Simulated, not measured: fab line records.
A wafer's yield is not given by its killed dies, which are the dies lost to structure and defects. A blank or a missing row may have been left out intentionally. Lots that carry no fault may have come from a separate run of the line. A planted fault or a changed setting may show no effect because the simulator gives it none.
fab line records    flow n5Finfet
record: lots: 14  wafers: 42  lastDay: 17
route steps=1938 shown BEOL_M0@716 BEOL_M4@1111
lots that met no fault: taken from a fault-free run of the same line
startH: hours from the record's first day to the start of the lot's first wafer shown    waitH: how many hours have passed since the lot's step before this one    " identical to the entry in the row above    L1.1+2: a row that stands for several wafers    - no value, or no start given    * or withheld: withheld    < > ~ a bound
route shown NAME@n: a module of which the file shows steps, and the number in the route of the first    usual: mean/standard deviation of fault-free wafers    same: alike in all rows    chamber/n: place in a boat    sites: the reading at each site    _std_site: the values' standard deviation    _edge_site: inner sites' mean taken away from outer sites' mean    radiusMm: how far each site lies from the wafer's centre    mask NAME#n: copy n    behind: the tool/chamber that last shaped the wafer    hold: what put the lot on hold/how long, in hours/how the hold closed    device: whichever transistor did not switch (one of n, p or np)    end of line: the route-end tests of the same wafers    step lacking rows: just its recipe    killed: not the wafer's yield, but the dies lost to structure and defects at the first sort    map: shows each die of a wafer: x if killed, . if not, _ if none is there
set.NAME: the setting the step ran with; set.NAME@STEP: the setting that earlier step ran with    model.NAME: the simulator's own value behind a step, which no gauge read
route steps across a sampled set of lots; one table per step, one row per wafer
services: a tool's chamber out of use, with start hour (startH, from the record's first day; less than 0 if before it), hours out, and reason
== steps ==
step: N5_BEOL_M0_HM_OPEN_105
recipe: chemistry: Cl2/BCl3  targetDepthA: 120  target: TiN  ionEnergyEv: 150  pressureMtorr: 10  icpW: 1000  biasW: 126  Cl2_flow_sccm: 53.25  bcl3FlowSccm: 21.75  Ar_flow_sccm: 25
usual: bcl3FlowSccm: 21.76/0.07  drypumpMotorCurrentA: 5.7/0.53  oesProductAu: 0.76/0.086  throttleValvePct: 22.09/0.1
lot.wafer  tool         chamber  startH  waitH  bcl3FlowSccm  drypumpMotorCurrentA  oesProductAu  rfHoursCounterH  throttleValvePct
L301.3     rieMetal-01  1        128.27  0.1    21.76         5.5                   0.68          -                22.04
L301.4     "            0        "       "      21.85         5.4                   0.83          -                22.07
L301.6     "            0        "       "      21.79         5.4                   0.83          -                22.10
L303.1     rieMetal-03  0        136.69  2.0    21.75         5.2                   0.81          24               21.96
L303.2     "            1        "       "      21.67         6.6                   0.80          35               22.14
L303.5     "            1        "       "      21.74         6.6                   0.80          -                22.13
L305.1     rieMetal-01  1        143.32  1.2    21.70         5.5                   0.67          91               22.05
L305.2     "            0        "       "      21.82         5.4                   0.82          29               22.10
L305.6     "            0        "       "      21.77         5.4                   0.82          -                22.08
L307.2     rieMetal-01  0        155.64  0.3    21.73         5.4                   0.83          30               22.10
L307.3     "            0        "       "      21.75         5.4                   0.81          -                22.09
L307.6     "            1        "       "      21.74         5.5                   0.68          -                22.05
L308.1     rieMetal-01  0        163.53  0.5    21.79         5.4                   0.80          31               22.10
L308.2     "            1        "       "      21.55         5.5                   0.67          93               22.05
L308.6     "            0        "       "      21.68         5.4                   0.80          -                22.11
L309.1     rieMetal-03  1        168.75  0.1    21.85         6.6                   0.79          38               22.14
L309.2     "            0        "       "      21.90         5.2                   0.80          28               21.96
L309.5     "            1        "       "      21.82         6.6                   0.78          -                22.15
L310.2     rieMetal-02  0        176.07  0.6    21.81         5.5                   0.64          -                22.02
L310.4     "            0        "       "      21.88         5.5                   0.64          -                22.04
L310.5     "            0        "       "      21.74         5.5                   0.64          -                22.04
L313.1     rieMetal-02  0        192.82  0.2    21.77         5.5                   0.65          110              22.04
L313.4     "            0        "       "      21.79         5.5                   0.63          -                22.04
L313.5     "            0        "       "      21.65         5.5                   0.64          -                22.02
L314.1     rieMetal-01  1        199.54  0.1    21.76         5.5                   0.65          96               22.06
L314.3     "            0        "       "      21.76         5.4                   0.79          -                22.12
L314.6     "            1        "       "      21.77         5.5                   0.66          -                22.05
L315.3     rieMetal-03  0        208.14  0.1    21.76         5.2                   0.79          -                21.97
L315.4     "            1        "       "      21.74         6.6                   0.78          -                22.15
L315.6     "            0        "       "      21.70         5.2                   0.78          -                21.96
L319.1     rieMetal-02  1        228.03  0.1    21.73         6.4                   0.88          4                22.31
L319.5     "            1        "       "      21.72         6.4                   0.88          -                22.33
L319.6     "            0        "       "      21.72         5.5                   0.63          -                22.03
L320.2     rieMetal-01  0        242.79  0.8    21.82         5.4                   0.79          38               22.12
L320.4     "            1        "       "      21.79         5.5                   0.66          -                22.09
L320.6     "            0        "       "      21.78         5.4                   0.80          -                22.14
L321.1     rieMetal-03  0        243.04  0.4    21.84         5.2                   0.77          34               21.99
L321.3     "            1        "       "      21.76         6.6                   0.76          -                22.16
L321.5     "            1        "       "      21.73         6.6                   0.77          -                22.15
L323.2     rieMetal-03  1        254.07  0.1    21.60         6.6                   0.75          46               22.17
L323.3     "            0        "       "      21.75         5.2                   0.78          -                21.98
L323.4     "            1        "       "      21.77         6.6                   0.76          -                22.17
step: N5_BEOL_M0_STRIP_139
recipe: chemistry: postEtchResidueRemover  timeS: 60  tempC: 25  removerPh: withheld  removerWaterWtPct: withheld  removerFluorideWtPct: withheld
usual: runLengthS: 67.4/2.5  tempC: 25.01/0.12
lot.wafer  tool         chamber  startH  waitH  runLengthS  tempC
L301.3     wetBench-04  1        129.11  0.1    67.0        25.08
L301.4     "            4        "       "      66.4        25.04
L301.6     "            2        "       "      66.3        25.00
L303.1     wetBench-02  6        137.37  0.1    65.5        24.91
L303.2     "            3        "       "      67.6        24.79
L303.5     "            2        "       "      65.3        25.04
L305.1     wetBench-04  5        145.65  0.1    65.3        25.09
L305.2     "            3        "       "      66.8        24.90
L305.6     "            1        "       "      65.9        24.95
L307.2     wetBench-04  4        156.96  0.1    67.0        24.99
L307.3     "            7        "       "      65.5        24.96
L307.6     "            1        "       "      65.4        25.06
L308.1     wetBench-02  5        164.40  0.1    67.4        24.76
L308.2     "            4        "       "      67.6        25.02
L308.6     "            6        "       "      66.3        25.09
L309.1     wetBench-03  1        169.93  0.1    73.3        24.89
L309.2     "            5        "       "      72.8        25.09
L309.5     "            0        "       "      71.7        25.07
L310.2     wetBench-04  3        177.13  0.1    66.3        24.95
L310.4     "            6        "       "      67.6        25.05
L310.5     "            4        "       "      66.6        25.24
L313.1     wetBench-04  6        195.63  0.1    68.5        24.97
L313.4     "            1        "       "      65.8        25.08
L313.5     "            2        "       "      66.0        25.29
L314.1     wetBench-03  2        202.40  0.1    67.5        24.94
L314.3     "            0        "       "      66.7        24.89
L314.6     "            3        "       "      65.9        24.94
L315.3     wetBench-03  7        209.77  0.1    66.8        25.05
L315.4     "            0        "       "      65.3        24.87
L315.6     "            3        "       "      65.3        25.05
L319.1     wetBench-02  1        229.48  0.1    66.2        25.09
L319.5     "            0        "       "      66.8        24.78
L319.6     "            5        "       "      66.2        24.88
L320.2     wetBench-02  3        244.75  0.1    -           -
L320.4     "            4        "       "      -           -
L320.6     "            7        "       "      -           -
L321.1     wetBench-02  4        244.79  0.1    -           -
L321.3     "            3        "       "      -           -
L321.5     "            2        "       "      -           -
L323.2     wetBench-03  3        254.87  0.1    65.3        24.91
L323.3     "            0        "       "      65.4        24.90
L323.4     "            7        "       "      66.0        25.08
step: N5_BEOL_M0_PRE_CLEAN_113
recipe: gas: H2/He  timeS: 30  tempC: 250
usual: heaterPowerW: 325/45  susceptorTempC: 249.97/0.18
lot.wafer  tool           chamber  startH  waitH  heaterPowerW  susceptorTempC
L301.3     pvdSputter-01  -        129.21  0.0    365           249.98
L301.4     "              -        "       "      302           250.25
L301.6     "              -        "       "      302           250.28
L303.1     pvdSputter-01  -        137.59  0.0    360           249.97
L303.2     "              -        "       "      289           250.00
L303.5     "              -        "       "      352           249.64
L305.1     pvdSputter-02  -        146.72  0.0    272           250.09
L305.2     "              -        "       "      356           250.06
L305.6     "              -        "       "      284           249.90
L307.2     pvdSputter-03  -        159.24  0.0    426           250.03
L307.3     "              -        "       "      292           250.12
L307.6     "              -        "       "      342           250.08
L308.1     pvdSputter-02  -        165.20  0.0    282           249.77
L308.2     "              -        "       "      290           250.23
L308.6     "              -        "       "      275           249.50
L309.1     pvdSputter-02  -        170.04  0.0    293           249.80
L309.2     "              -        "       "      289           250.23
L309.5     "              -        "       "      288           249.93
L310.2     pvdSputter-02  -        177.47  0.0    361           249.54
L310.4     "              -        "       "      294           250.06
L310.5     "              -        "       "      358           249.73
L313.1     pvdSputter-01  -        196.02  0.0    290           249.86
L313.4     "              -        "       "      357           250.12
L313.5     "              -        "       "      369           249.71
L314.1     pvdSputter-03  -        203.44  0.0    303           250.07
L314.3     "              -        "       "      440           249.85
L314.6     "              -        "       "      420           250.08
L315.3     pvdSputter-03  -        210.42  0.0    425           249.87
L315.4     "              -        "       "      302           249.91
L315.6     "              -        "       "      307           249.93
L319.1     pvdSputter-03  -        230.71  0.0    304           249.93
L319.5     "              -        "       "      428           249.93
L319.6     "              -        "       "      299           249.93
L320.2     pvdSputter-02  -        244.86  0.0    274           249.87
L320.4     "              -        "       "      285           249.84
L320.6     "              -        "       "      285           249.92
L321.1     pvdSputter-02  -        244.98  0.0    356           249.80
L321.3     "              -        "       "      287           250.30
L321.5     "              -        "       "      279           249.85
L323.2     pvdSputter-02  -        255.31  0.0    290           249.90
L323.3     "              -        "       "      279           249.84
L323.4     "              -        "       "      283           250.34
step: N5_BEOL_M0_ANNEAL_117
recipe: tempC: 400  timeS: 60  ambient: vacuum
usual: heaterPowerW: 815/110  susceptorTempC: 400.00/0.25
lot.wafer  tool           chamber  startH  waitH  heaterPowerW  susceptorTempC
L301.3     pvdSputter-02  -        129.87  0.0    885           400.03
L301.4     "              -        "       "      732           400.01
L301.6     "              -        "       "      698           399.78
L303.1     pvdSputter-03  -        139.83  0.0    865           399.89
L303.2     "              -        "       "      1041          400.06
L303.5     "              -        "       "      770           400.53
L305.1     pvdSputter-02  -        147.46  0.0    725           399.80
L305.2     "              -        "       "      897           400.46
L305.6     "              -        "       "      890           400.12
L307.2     pvdSputter-03  -        160.36  0.0    1043          400.25
L307.3     "              -        "       "      861           399.99
L307.6     "              -        "       "      874           399.97
L308.1     pvdSputter-01  -        165.75  0.0    738           399.83
L308.2     "              -        "       "      832           399.82
L308.6     "              -        "       "      923           400.04
L309.1     pvdSputter-03  -        171.26  0.0    857           399.73
L309.2     "              -        "       "      1045          400.28
L309.5     "              -        "       "      840           399.60
L310.2     pvdSputter-01  -        178.47  0.0    733           400.51
L310.4     "              -        "       "      866           400.29
L310.5     "              -        "       "      909           400.19
L313.1     pvdSputter-02  -        196.87  0.0    702           400.27
L313.4     "              -        "       "      892           399.72
L313.5     "              -        "       "      704           400.36
L314.1     pvdSputter-03  -        204.02  0.0    733           400.32
L314.3     "              -        "       "      846           400.02
L314.6     "              -        "       "      1038          399.89
L315.3     pvdSputter-03  -        211.05  0.0    742           400.13
L315.4     "              -        "       "      864           400.18
L315.6     "              -        "       "      1077          399.98
L319.1     pvdSputter-01  -        231.44  0.0    754           400.49
L319.5     "              -        "       "      725           400.03
L319.6     "              -        "       "      757           400.26
L320.2     pvdSputter-01  -        246.84  0.0    720           400.06
L320.4     "              -        "       "      753           399.52
L320.6     "              -        "       "      887           399.67
L321.1     pvdSputter-03  -        246.94  0.0    751           400.40
L321.3     "              -        "       "      1047          399.39
L321.5     "              -        "       "      750           400.17
L323.2     pvdSputter-03  -        256.43  0.0    763           400.09
L323.3     "              -        "       "      754           399.69
L323.4     "              -        "       "      1068          400.14
step: N5_BEOL_M4_RC_MEAS_101
usual: DIBL_N: 36.7/2.4  DIBL_P: 37.4/2.9  IOFF_N: 0.18/0.05  IOFF_P: 0.23/0.058  ION_N: 683/16  ION_P: 467/11  SS_N: 71.7/0.77  SS_P: 73.5/0.87  VT_N: 249/4.3  VT_P: -250/4.4
lot.wafer  tool       chamber  startH  waitH  DIBL_N[mV/V]  DIBL_P[mV/V]  IOFF_N[nA/um]  IOFF_P[nA/um]  ION_N[uA/um]  ION_P[uA/um]  SS_N[mV/dec]  SS_P[mV/dec]  VT_N[mV]  VT_P[mV]
L301.3     prober-02  0        176.21  0.3    35.9          34.4          0.14           0.17           669           455           71.1          72.3          254       -253
L301.4     "          0        "       "      35.8          36.3          0.16           0.21           697           481           71.3          73.1          247       -251
L301.6     "          0        "       "      38.7          38.9          0.21           0.25           704           479           71.7          74.3          247       -248
L303.1     prober-02  0        181.21  0.0    44.2          45.7          0.35           0.40           696           473           73.9          76.2          242       -242
L303.2     "          0        "       "      35.3          36.6          0.15           0.23           685           471           71.3          73.1          251       -250
L303.5     "          0        "       "      38.9          40.1          0.20           0.28           669           463           72.6          73.9          247       -247
L305.1     prober-01  0        195.96  0.0    36.8          38.4          0.15           0.23           665           467           71.2          74.1          253       -250
L305.2     "          0        "       "      39.4          42.4          0.25           0.32           709           489           73.4          74.4          245       -246
L305.6     "          0        "       "      35.4          37.2          0.14           0.21           668           464           71.2          74.1          254       -254
L307.2     prober-02  0        202.94  0.2    32.5          34.2          0.14           0.19           686           485           69.9          72.6          249       -249
L307.3     "          0        "       "      34.6          35.3          0.14           0.19           671           463           71.3          73.1          252       -250
L307.6     "          0        "       "      34.8          36.9          0.16           0.23           694           486           70.7          73.0          247       -247
L308.1     prober-01  0        209.16  0.0    39.1          37.9          0.23           0.31           676           473           73.1          73.8          245       -244
L308.2     "          0        "       "      35.8          35.5          0.16           0.25           682           475           71.4          73.0          250       -248
L308.6     "          0        "       "      39.2          39.8          0.24           0.35           699           477           71.8          74.4          244       -241
L309.1     prober-01  0        216.10  0.0    38.4          38.5          0.19           0.28           692           482           72.2          74.2          249       -246
L309.2     "          0        "       "      38.5          38.8          0.21           0.29           703           484           72.1          73.7          245       -246
L309.5     "          0        "       "      37.4          36.5          0.18           0.26           680           470           72.1          73.5          245       -246
L310.2     prober-01  0        224.37  0.2    41.1          42.0          0.25           0.24           699           458           73.2          74.5          246       -251
L310.4     "          0        "       "      33.5          33.5          0.11           0.13           681           466           70.7          72.6          253       -259
L310.5     "          0        "       "      36.9          37.0          0.16           0.17           680           450           72.0          73.5          250       -256
L313.1     prober-01  0        244.39  0.0    39.9          40.6          0.24           0.30           686           472           72.7          74.0          245       -245
L313.4     "          0        "       "      40.1          41.1          0.24           0.30           701           468           73.2          74.5          249       -246
L313.5     "          0        "       "      38.0          40.3          0.19           0.28           673           465           71.8          74.7          247       -243
L314.1     prober-02  0        251.41  0.0    40.2          40.8          0.23           0.29           690           473           73.1          74.3          243       -246
L314.3     "          0        "       "      36.4          36.5          0.16           0.22           691           476           71.3          72.9          247       -249
L314.6     "          0        "       "      40.9          42.7          0.29           0.33           711           480           72.8          74.5          238       -242
L315.3     prober-01  0        251.78  0.3    35.1          35.5          0.17           0.21           667           459           71.8          73.4          250       -249
L315.4     "          0        "       "      35.5          35.2          0.16           0.20           662           451           71.6          72.3          251       -251
L315.6     "          0        "       "      36.0          37.2          0.18           0.22           672           461           72.4          73.4          250       -250
L319.1     prober-01  0        278.14  0.0    40.3          42.7          0.30           0.37           702           484           73.1          74.9          240       -243
L319.5     "          0        "       "      40.3          41.8          0.27           0.34           679           466           73.4          76.0          245       -246
L319.6     "          0        "       "      35.6          37.4          0.19           0.24           703           483           71.7          72.8          245       -247
L320.2     prober-01  0        285.61  0.2    37.9          40.9          0.19           0.23           669           459           72.2          73.8          248       -251
L320.4     "          0        "       "      34.5          35.3          0.13           0.15           664           449           71.4          72.8          251       -256
L320.6     "          0        "       "      35.7          38.1          0.16           0.19           666           449           71.5          73.4          247       -254
L321.1     prober-01  0        295.35  0.0    35.4          36.6          0.16           0.17           683           459           71.9          72.5          251       -256
L321.3     "          0        "       "      38.2          38.8          0.25           0.22           703           463           72.9          73.6          242       -252
L321.5     "          0        "       "      33.6          34.3          0.14           0.14           693           455           71.1          72.7          249       -259
L323.2     prober-02  0        300.90  0.2    36.6          38.0          0.18           0.20           698           473           71.7          73.0          247       -252
L323.3     "          0        "       "      37.9          38.7          0.18           0.21           673           456           71.9          73.6          249       -252
L323.4     "          0        "       "      37.5          39.5          0.22           0.24           697           466           72.2          73.6          243       -249
== services ==
tool         chamber  startH  hours  kind
rieMetal-02  1        166.71  -      clean
rieMetal-02  1        166.71  16.0   scheduledDown
rieMetal-02  1        166.71  16.0   ventCycle
rieMetal-02  -        177.63  0.5    repair
wetBench-02  -        184.61  6.7    repair
rieMetal-01  -        195.47  1.3    repair
wetBench-04  -        224.39  1.4    repair
wetBench-04  -        228.07  1.4    repair
== key ==
firstSign: step: N5_BEOL_M0_STRIP_139  reading: toolRecord  direction: missing
effect none on later readings
metAt N5_BEOL_M0_STRIP_139
struckLots L320,L321
sortLeftOut L320.2,L320.4,L320.6,L321.1,L321.3,L321.5
notActingAt N5_BEOL_M0_HM_OPEN_105,N5_BEOL_M0_PRE_CLEAN_113,N5_BEOL_M0_ANNEAL_117
onsetBetween 229.48 244.75
fault: kind: skippedStepWhole  tool: wetBench-02  chamber: -  onsetH: 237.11  steps: N5_BEOL_M0_STRIP_139  scope: struckLotsOnly
sortLeftOut: the simulated sort isn't trusted on such a fault, so these wafers' sort isn't shown, and their yield isn't known
